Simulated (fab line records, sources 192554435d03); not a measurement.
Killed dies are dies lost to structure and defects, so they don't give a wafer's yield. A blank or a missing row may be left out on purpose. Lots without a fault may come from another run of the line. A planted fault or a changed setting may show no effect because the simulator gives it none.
Which tool did it? | flow n5_finfet | 20 lots, 60 wafers sampled, at 6 steps of a route of 1938

WHAT THE GAUGES READ, wafer by wafer
N5_BEOL_M13_RS_MEAS_54: measures by four-point-probe. Usual: M13_RS 0.0451 ohm/sq, standard deviation 0.001.
lot  | measured     | on            | M13_RS (ohm/sq)      | flag
L074 | day 11 17:11 | film_metro-01 | 0.0434 0.0459 0.0456 |
L075 | day 12 00:30 | film_metro-02 | 0.0456 0.0441 0.0451 |
L076 | day 12 17:30 | film_metro-01 | 0.0460 0.0426 0.0441 |
L079 | day 12 22:59 | film_metro-02 | 0.0439 0.0450 0.0440 |
L081 | day 13 00:39 | film_metro-02 | 0.0453 0.0462 0.0460 |
L082 | day 13 15:38 | film_metro-01 | 0.0463 0.0451 0.0457 |
L078 | day 13 23:55 | film_metro-01 | 0.0453 0.0421 0.0456 |
L083 | day 14 00:15 | film_metro-01 | 0.0453 0.0440 0.0457 |
L084 | day 14 11:16 | film_metro-01 | 0.0443 0.0429 0.0444 |
L085 | day 15 01:38 | film_metro-01 | 0.0434 0.0468 0.0443 |
L086 | day 15 02:08 | film_metro-01 | 0.0431 0.0463 0.0445 |
L088 | day 15 09:11 | film_metro-01 | 0.0456 0.0445 0.0463 |
L087 | day 15 16:30 | film_metro-01 | 0.0443 0.0458 0.0463 |
L090 | day 16 06:36 | film_metro-02 | 0.0456 0.0457 0.0460 |
L089 | day 16 12:15 | film_metro-01 | 0.0455 0.0445 0.0467 |
L092 | day 17 01:58 | film_metro-02 | 0.0441 0.0456 0.0454 |
L095 | day 17 06:40 | film_metro-02 | 0.0460 0.0457 0.0450 |
L093 | day 17 10:49 | film_metro-02 | 0.0455 0.0459 0.0455 |
L096 | day 17 17:20 | film_metro-01 | 0.0454 0.0457 0.0461 |
L097 | day 17 17:43 | film_metro-02 | 0.0440 0.0447 0.0440 |

WHICH TOOL RAN EACH LOT (tool, then ch and the chambers of the sampled wafers, then the start)
lot  | N5_BEOL_M12_ETCH_67                | N5_BEOL_M12_STRIP_37                 | N5_BEOL_M13_ETCH_59                | N5_BEOL_M13_VIA_ETCH_16            | N5_BEOL_M13_TRENCH_ETCH_34
L074 | rie_diel-05 ch 0,1, day 10 22:31   | plasma_asher-02 ch 0,1, day 10 23:03 | rie_diel-01 ch 0,1,2, day 11 08:51 | rie_diel-01 ch 0,1,2, day 11 08:55 | rie_diel-01 ch 0,2,3, day 11 10:55
L075 | rie_diel-06 ch 0,2,3, day 11 14:21 | plasma_asher-01 ch 0,1, day 11 14:56 | rie_diel-03 ch 0,1,3, day 11 18:36 | rie_diel-03 ch 0,1,3, day 11 18:39 | rie_diel-03 ch 1,2,3, day 11 20:17
L076 | rie_diel-06 ch 0,2,3, day 12 08:42 | plasma_asher-01 ch 0,1, day 12 09:14 | rie_diel-03 ch 0,2, day 12 13:29   | rie_diel-03 ch 0,2, day 12 13:32   | rie_diel-02 ch 0,1,2, day 12 15:22
L079 | rie_diel-05 ch 1,2, day 12 10:22   | plasma_asher-01 ch 0,1, day 12 13:05 | rie_diel-03 ch 0,2,3, day 12 17:59 | rie_diel-03 ch 0,2,3, day 12 18:03 | rie_diel-03 ch 1,3, day 12 19:35
L081 | rie_diel-05 ch 0,1,2, day 12 13:29 | plasma_asher-01 ch 0,1, day 12 14:20 | rie_diel-02 ch 0,2,3, day 12 18:31 | rie_diel-02 ch 0,2,3, day 12 18:34 | rie_diel-01 ch 2,3, day 12 19:58
L082 | rie_diel-04 ch 0,1,3, day 13 02:53 | plasma_asher-01 ch 0,1, day 13 03:25 | rie_diel-02 ch 0,1,3, day 13 09:49 | rie_diel-02 ch 0,1,3, day 13 09:52 | rie_diel-01 ch 1,2,3, day 13 11:09
L078 | rie_diel-06 ch 0,2,3, day 13 11:53 | plasma_asher-02 ch 1, day 13 12:24   | rie_diel-03 ch 0,1, day 13 15:46   | rie_diel-03 ch 0,1, day 13 15:49   | rie_diel-02 ch 1,2, day 13 17:12
L083 | rie_diel-06 ch 1,2,3, day 13 14:55 | plasma_asher-02 ch 0,1, day 13 15:23 | rie_diel-02 ch 1,2,3, day 13 19:03 | rie_diel-02 ch 1,2,3, day 13 19:06 | rie_diel-03 ch 0,1,3, day 13 20:26
L084 | rie_diel-06 ch 1,2,3, day 13 20:37 | plasma_asher-01 ch 0,1, day 13 21:08 | rie_diel-02 ch 1,2, day 14 00:46   | rie_diel-02 ch 1,2, day 14 00:50   | rie_diel-02 ch 0,2, day 14 03:20
L085 | rie_diel-05 ch 1,2,3, day 14 12:45 | plasma_asher-01 ch 0,1, day 14 13:16 | rie_diel-02 ch 0,1,2, day 14 21:34 | rie_diel-02 ch 0,1,2, day 14 21:37 | rie_diel-02 ch 0,2,3, day 14 23:06
L086 | rie_diel-04 ch 0,1, day 14 14:47   | plasma_asher-01 ch 0,1, day 14 15:19 | rie_diel-03 ch 0,3, day 14 21:47   | rie_diel-03 ch 0,3, day 14 21:51   | rie_diel-02 ch 0,2,3, day 14 23:45
L088 | rie_diel-05 ch 1,2,3, day 15 01:21 | plasma_asher-02 ch 0,1, day 15 01:52 | rie_diel-02 ch 0,2,3, day 15 05:50 | rie_diel-02 ch 0,2,3, day 15 05:54 | rie_diel-03 ch 0,1,2, day 15 07:17
L087 | rie_diel-06 ch 0,1,2, day 15 08:37 | plasma_asher-01 ch 0,1, day 15 09:08 | rie_diel-02 ch 0,2, day 15 13:02   | rie_diel-02 ch 0,2, day 15 13:05   | rie_diel-03 ch 0,1, day 15 14:21
L090 | rie_diel-04 ch 0,1,3, day 15 19:46 | plasma_asher-02 ch 0,1, day 15 20:17 | rie_diel-02 ch 1,2, day 16 02:04   | rie_diel-02 ch 1,2, day 16 02:07   | rie_diel-02 ch 1,3, day 16 03:30
L089 | rie_diel-04 ch 0,1,3, day 16 02:04 | plasma_asher-01 ch 0,1, day 16 02:35 | rie_diel-01 ch 0,1, day 16 07:44   | rie_diel-01 ch 0,1, day 16 07:47   | rie_diel-01 ch 0,1,3, day 16 09:03
L092 | rie_diel-05 ch 1,2,3, day 16 14:34 | plasma_asher-02 ch 0,1, day 16 15:05 | rie_diel-02 ch 0,1,2, day 16 17:35 | rie_diel-02 ch 0,1,2, day 16 17:38 | rie_diel-01 ch 0,1,2, day 16 20:13
L095 | rie_diel-06 ch 0,1,3, day 16 19:04 | plasma_asher-02 ch 0,1, day 16 19:36 | rie_diel-01 ch 0,1,2, day 17 02:19 | rie_diel-01 ch 0,1,2, day 17 02:22 | rie_diel-01 ch 0,1,2, day 17 03:37
L093 | rie_diel-05 ch 0,1,3, day 16 21:25 | plasma_asher-02 ch 0,1, day 16 21:56 | rie_diel-03 ch 2,3, day 17 05:53   | rie_diel-03 ch 2,3, day 17 05:56   | rie_diel-01 ch 1,2, day 17 07:12
L096 | rie_diel-06 ch 0,3, day 17 04:21   | plasma_asher-02 ch 0,1, day 17 04:53 | rie_diel-03 ch 0,2,3, day 17 12:26 | rie_diel-03 ch 0,2,3, day 17 12:29 | rie_diel-03 ch 0,3, day 17 13:52
L097 | rie_diel-04 ch 0,1,2, day 17 08:11 | plasma_asher-01 ch 0,1, day 17 08:42 | rie_diel-02 ch 2,3, day 17 13:59   | rie_diel-02 ch 2,3, day 17 14:02   | rie_diel-03 ch 1,2, day 17 15:18
- N5_BEOL_M12_ETCH_67: etches SiARC in CF4, target depth 143 nm, time 238.3 s.
- N5_BEOL_M12_STRIP_37: strips in N2/H2.
- N5_BEOL_M13_ETCH_59: etches BARC in N2/H2, target depth 89 nm, overetch 26.7 nm, time 67.9 s.
- N5_BEOL_M13_VIA_ETCH_16: etches SiOC in C4F8/O2/Ar, target depth 921.7 nm.
- N5_BEOL_M13_TRENCH_ETCH_34: etches SiOC in C4F8/O2/Ar, target depth 413.47 nm, time 162.6 s.

WHAT THE TOOLS THEMSELVES READ (means of the sampled wafers that have a number; where no wafer has one, the mark that the record gives instead)
N5_BEOL_M12_ETCH_67. Usual: drypump_motor_current_A 5.7 A, standard deviation 0.4; etch_rf_on_time_s 236 s, standard deviation 7.4; oes_product_au 0.72 a.u., standard deviation 0.069; rf_fwd_power_W 543.1 W, standard deviation 1.8; rf_vpp_V 184.4 V, standard deviation 1.1; showerhead_plenum_p_Torr 2.16 Torr, standard deviation 0.055; throttle_valve_pct 15.51 %, standard deviation 0.18.
lot  | tool        | drypump_motor_current_A (A) | etch_rf_on_time_s (s) | oes_product_au (a.u.) | rf_fwd_power_W (W) | rf_vpp_V (V) | showerhead_plenum_p_Torr (Torr) | throttle_valve_pct (%) | flag
L074 | rie_diel-05 | 5.6                         | 244                   | 0.74                  | 543.5              | 183.4        | 2.12                            | 15.39                  |
L075 | rie_diel-06 | 5.8                         | 237                   | 0.69                  | 542.4              | 183.7        | 2.13                            | 15.51                  |
L076 | rie_diel-06 | 5.8                         | 241                   | 0.68                  | 542.4              | 184.4        | 2.13                            | 15.52                  |
L079 | rie_diel-05 | 5.8                         | 236                   | 0.66                  | 543.0              | 184.5        | 2.21                            | 15.60                  |
L081 | rie_diel-05 | 5.7                         | 242                   | 0.68                  | 544.3              | 183.1        | 2.17                            | 15.51                  |
L082 | rie_diel-04 | 5.3                         | 228                   | 0.80                  | 543.2              | 184.4        | 2.16                            | 15.48                  |
L078 | rie_diel-06 | 5.8                         | 238                   | 0.67                  | 543.6              | 184.7        | 2.13                            | 15.54                  |
L083 | rie_diel-06 | 6.2                         | 233                   | 0.75                  | 544.3              | 185.2        | 2.18                            | 15.35                  |
L084 | rie_diel-06 | 6.2                         | 235                   | 0.74                  | 543.6              | 184.8        | 2.18                            | 15.36                  |
L085 | rie_diel-05 | 6.0                         | 234                   | 0.72                  | 543.8              | 185.6        | 2.16                            | 15.50                  |
L086 | rie_diel-04 | 5.4                         | 230                   | 0.77                  | 543.2              | 185.1        | 2.18                            | 15.45                  |
L088 | rie_diel-05 | 6.0                         | 233                   | 0.72                  | 544.3              | 184.4        | 2.16                            | 15.51                  |
L087 | rie_diel-06 | 6.1                         | 236                   | 0.77                  | 542.7              | 184.7        | 2.22                            | 15.40                  |
L090 | rie_diel-04 | 5.3                         | 231                   | 0.75                  | 543.3              | 185.4        | 2.15                            | 15.51                  |
L089 | rie_diel-04 | 5.3                         | 231                   | 0.75                  | 542.7              | 183.9        | 2.15                            | 15.51                  |
L092 | rie_diel-05 | 6.0                         | 232                   | 0.70                  | 543.4              | 184.4        | 2.16                            | 15.53                  |
L095 | rie_diel-06 | 5.8                         | 233                   | 0.74                  | 542.0              | 184.8        | 2.21                            | 15.42                  |
L093 | rie_diel-05 | 5.8                         | 239                   | 0.72                  | 542.9              | 183.7        | 2.11                            | 15.47                  |
L096 | rie_diel-06 | 5.4                         | 235                   | 0.76                  | 543.0              | 185.4        | 2.25                            | 15.45                  |
L097 | rie_diel-04 | 5.5                         | 237                   | 0.69                  | 544.3              | 184.8        | 2.19                            | 15.63                  |

N5_BEOL_M12_STRIP_37. Usual: drypump_motor_current_A 5.7 A, standard deviation 0.54; heater_power_w 349 W, standard deviation 20; oes_product_au 0.791 a.u., standard deviation 0.0091.
lot  | tool            | drypump_motor_current_A (A) | heater_power_w (W) | oes_product_au (a.u.) | flag
L074 | plasma_asher-02 | 5.6                         | 340                | 0.793                 |
L075 | plasma_asher-01 | 5.5                         | 360                | 0.785                 |
L076 | plasma_asher-01 | 5.5                         | 362                | 0.795                 |
L079 | plasma_asher-01 | 5.5                         | 361                | 0.790                 |
L081 | plasma_asher-01 | 6.0                         | 345                | 0.788                 |
L082 | plasma_asher-01 | 5.6                         | 366                | 0.791                 |
L078 | plasma_asher-02 | 5.5                         | 353                | 0.796                 |
L083 | plasma_asher-02 | 5.7                         | 336                | 0.791                 |
L084 | plasma_asher-01 | 5.6                         | 362                | 0.794                 |
L085 | plasma_asher-01 | 5.5                         | 362                | 0.785                 |
L086 | plasma_asher-01 | 6.0                         | 350                | 0.792                 |
L088 | plasma_asher-02 | 5.6                         | 336                | 0.781                 |
L087 | plasma_asher-01 | 5.5                         | 363                | 0.791                 |
L090 | plasma_asher-02 | 5.6                         | 339                | 0.790                 |
L089 | plasma_asher-01 | 6.0                         | 347                | 0.782                 |
L092 | plasma_asher-02 | 5.7                         | 334                | 0.796                 |
L095 | plasma_asher-02 | 5.7                         | 331                | 0.787                 |
L093 | plasma_asher-02 | 5.7                         | 333                | 0.798                 |
L096 | plasma_asher-02 | 5.6                         | 345                | 0.803                 |
L097 | plasma_asher-01 | 6.0                         | 351                | 0.787                 |

N5_BEOL_M13_ETCH_59. Usual: drypump_motor_current_A 6.0 A, standard deviation 0.41; oes_product_au 0.68 a.u., standard deviation 0.073; rf_fwd_power_W 833 W, standard deviation 3.7; rf_vpp_V 523.7 V, standard deviation 2.9; showerhead_plenum_p_Torr 2.53 Torr, standard deviation 0.098; throttle_valve_pct 17.82 %, standard deviation 0.24.
lot  | tool        | drypump_motor_current_A (A) | oes_product_au (a.u.) | rf_fwd_power_W (W) | rf_vpp_V (V) | showerhead_plenum_p_Torr (Torr) | throttle_valve_pct (%) | flag
L074 | rie_diel-01 | 6.1                         | 0.71                  | 831                | 525.0        | 2.55                            | 17.78                  |
L075 | rie_diel-03 | 5.8                         | 0.68                  | 834                | 523.5        | 2.55                            | 17.75                  |
L076 | rie_diel-03 | 5.7                         | 0.64                  | 829                | 523.7        | 2.52                            | 17.82                  |
L079 | rie_diel-03 | 6.1                         | 0.62                  | 833                | 523.7        | 2.55                            | 17.91                  |
L081 | rie_diel-02 | 6.1                         | 0.71                  | 831                | 524.3        | 2.57                            | 17.72                  |
L082 | rie_diel-02 | 6.1                         | 0.65                  | 833                | 521.8        | 2.46                            | 17.80                  |
L078 | rie_diel-03 | 5.4                         | 0.69                  | 835                | 522.7        | 2.51                            | 17.68                  |
L083 | rie_diel-02 | 5.8                         | 0.67                  | 834                | 522.6        | 2.51                            | 17.99                  |
L084 | rie_diel-02 | 5.7                         | 0.66                  | 834                | 522.4        | 2.50                            | 18.09                  |
L085 | rie_diel-02 | 6.0                         | 0.69                  | 832                | 524.1        | 2.55                            | 17.85                  |
L086 | rie_diel-03 | 5.6                         | 0.63                  | 833                | 524.1        | 2.55                            | 17.84                  |
L088 | rie_diel-02 | 6.1                         | 0.69                  | 833                | 525.3        | 2.56                            | 17.75                  |
L087 | rie_diel-02 | 6.0                         | 0.73                  | 831                | 527.6        | 2.65                            | 17.80                  |
L090 | rie_diel-02 | 5.7                         | 0.70                  | 832                | 525.0        | 2.60                            | 18.06                  |
L089 | rie_diel-01 | 6.2                         | 0.73                  | 828                | 524.5        | 2.52                            | 17.59                  |
L092 | rie_diel-02 | 6.1                         | 0.68                  | 832                | 524.9        | 2.55                            | 17.89                  |
L095 | rie_diel-01 | 6.1                         | 0.67                  | 833                | 523.8        | 2.53                            | 17.84                  |
L093 | rie_diel-03 | 6.5                         | 0.78                  | 833                | 525.1        | 2.56                            | 17.65                  |
L096 | rie_diel-03 | 6.1                         | 0.72                  | 833                | 524.4        | 2.53                            | 17.71                  |
L097 | rie_diel-02 | 5.7                         | 0.69                  | 832                | 525.5        | 2.60                            | 17.95                  |

N5_BEOL_M13_VIA_ETCH_16. Usual: drypump_motor_current_A 6.0 A, standard deviation 0.41; oes_product_au 0.72 a.u., standard deviation 0.085; rf_fwd_power_W 2992 W, standard deviation 9.5; rf_vpp_V 665 V, standard deviation 3.4; showerhead_plenum_p_Torr 3.40 Torr, standard deviation 0.12; throttle_valve_pct 24.13 %, standard deviation 0.28.
lot  | tool        | drypump_motor_current_A (A) | oes_product_au (a.u.) | rf_fwd_power_W (W) | rf_vpp_V (V) | showerhead_plenum_p_Torr (Torr) | throttle_valve_pct (%) | flag
L074 | rie_diel-01 | 6.1                         | 0.75                  | 2984               | 666          | 3.45                            | 24.22                  |
L075 | rie_diel-03 | 5.9                         | 0.72                  | 2994               | 666          | 3.41                            | 24.02                  |
L076 | rie_diel-03 | 5.7                         | 0.67                  | 2991               | 665          | 3.37                            | 23.98                  |
L079 | rie_diel-03 | 6.1                         | 0.65                  | 2986               | 667          | 3.39                            | 24.02                  |
L081 | rie_diel-02 | 6.1                         | 0.76                  | 2990               | 667          | 3.43                            | 23.98                  |
L082 | rie_diel-02 | 6.1                         | 0.69                  | 2993               | 663          | 3.32                            | 24.14                  |
L078 | rie_diel-03 | 5.4                         | 0.73                  | 2995               | 665          | 3.37                            | 24.00                  |
L083 | rie_diel-02 | 5.8                         | 0.70                  | 3003               | 665          | 3.37                            | 24.27                  |
L084 | rie_diel-02 | 5.7                         | 0.71                  | 2988               | 664          | 3.38                            | 24.53                  |
L085 | rie_diel-02 | 6.0                         | 0.74                  | 3001               | 666          | 3.43                            | 24.27                  |
L086 | rie_diel-03 | 5.6                         | 0.65                  | 3002               | 666          | 3.41                            | 24.04                  |
L088 | rie_diel-02 | 6.1                         | 0.73                  | 2992               | 666          | 3.42                            | 24.00                  |
L087 | rie_diel-02 | 6.0                         | 0.79                  | 2997               | 669          | 3.54                            | 24.12                  |
L090 | rie_diel-02 | 5.7                         | 0.75                  | 2999               | 667          | 3.48                            | 24.40                  |
L089 | rie_diel-01 | 6.2                         | 0.77                  | 2984               | 665          | 3.42                            | 24.14                  |
L092 | rie_diel-02 | 6.1                         | 0.73                  | 2991               | 666          | 3.43                            | 24.28                  |
L095 | rie_diel-01 | 6.1                         | 0.71                  | 2994               | 666          | 3.43                            | 24.26                  |
L093 | rie_diel-03 | 6.5                         | 0.82                  | 2987               | 665          | 3.41                            | 23.83                  |
L096 | rie_diel-03 | 6.1                         | 0.76                  | 2991               | 665          | 3.38                            | 23.90                  |
L097 | rie_diel-02 | 5.8                         | 0.75                  | 2991               | 668          | 3.46                            | 24.15                  |

N5_BEOL_M13_TRENCH_ETCH_34. Usual: drypump_motor_current_A 6.0 A, standard deviation 0.4; oes_product_au 0.79 a.u., standard deviation 0.089; rf_fwd_power_W 2988 W, standard deviation 9.1; rf_vpp_V 665.2 V, standard deviation 2.9; showerhead_plenum_p_Torr 3.39 Torr, standard deviation 0.1; throttle_valve_pct 24.14 %, standard deviation 0.26.
lot  | tool        | drypump_motor_current_A (A) | oes_product_au (a.u.) | rf_fwd_power_W (W) | rf_vpp_V (V) | showerhead_plenum_p_Torr (Torr) | throttle_valve_pct (%) | flag
L074 | rie_diel-01 | 6.0                         | 0.77                  | 2994               | 666.6        | 3.47                            | 24.24                  |
L075 | rie_diel-03 | 6.3                         | 0.77                  | 3000               | 665.3        | 3.38                            | 24.01                  |
L076 | rie_diel-02 | 6.1                         | 0.84                  | 2986               | 666.0        | 3.44                            | 24.26                  |
L079 | rie_diel-03 | 6.0                         | 0.83                  | 2981               | 665.6        | 3.38                            | 24.04                  |
L081 | rie_diel-01 | 5.9                         | 0.69                  | 2985               | 666.4        | 3.43                            | 24.36                  |
L082 | rie_diel-01 | 6.0                         | 0.74                  | 2991               | 665.6        | 3.41                            | 24.34                  |
L078 | rie_diel-02 | 5.8                         | 0.79                  | 2995               | 665.0        | 3.38                            | 24.54                  |
L083 | rie_diel-03 | 5.8                         | 0.78                  | 2991               | 665.0        | 3.40                            | 24.03                  |
L084 | rie_diel-02 | 6.3                         | 0.86                  | 2986               | 667.9        | 3.51                            | 23.99                  |
L085 | rie_diel-02 | 6.1                         | 0.81                  | 2988               | 665.9        | 3.42                            | 24.01                  |
L086 | rie_diel-02 | 6.1                         | 0.82                  | 2991               | 665.6        | 3.42                            | 24.00                  |
L088 | rie_diel-03 | 5.9                         | 0.84                  | 2990               | 664.3        | 3.34                            | 23.94                  |
L087 | rie_diel-03 | 5.5                         | 0.78                  | 2972               | 664.9        | 3.36                            | 24.01                  |
L090 | rie_diel-02 | 5.8                         | 0.70                  | 2986               | 662.0        | 3.25                            | 24.44                  |
L089 | rie_diel-01 | 6.1                         | 0.79                  | 2985               | 664.4        | 3.39                            | 24.25                  |
L092 | rie_diel-01 | 6.1                         | 0.79                  | 2986               | 666.4        | 3.43                            | 24.26                  |
L095 | rie_diel-01 | 6.1                         | 0.78                  | 2984               | 666.8        | 3.43                            | 24.28                  |
L093 | rie_diel-01 | 6.0                         | 0.77                  | 2995               | 665.3        | 3.38                            | 24.35                  |
L096 | rie_diel-03 | 5.6                         | 0.80                  | 2987               | 665.8        | 3.40                            | 23.98                  |
L097 | rie_diel-03 | 6.1                         | 0.86                  | 2989               | 662.8        | 3.31                            | 23.98                  |

THE ANSWER, worked out from the rows above alone
Rule: a lot is off if the mean of its wafers that have a number lies more than 3 standard deviations from the usual mean. A lot without any number at a reading at which 4 lots or more have one is off too. The other lots that the step has rows for count as sound. The gauges are gone through in route order, then the tools' own readings, and for those a lot's mean is taken as printed above. The first step at which some lot is off is used, and at that step the reading that is off furthest; a lot without a number counts as furthest.
No lot is off at any reading shown: from this, nothing can be told.

WHAT THE SIMULATOR HAD PUT IN
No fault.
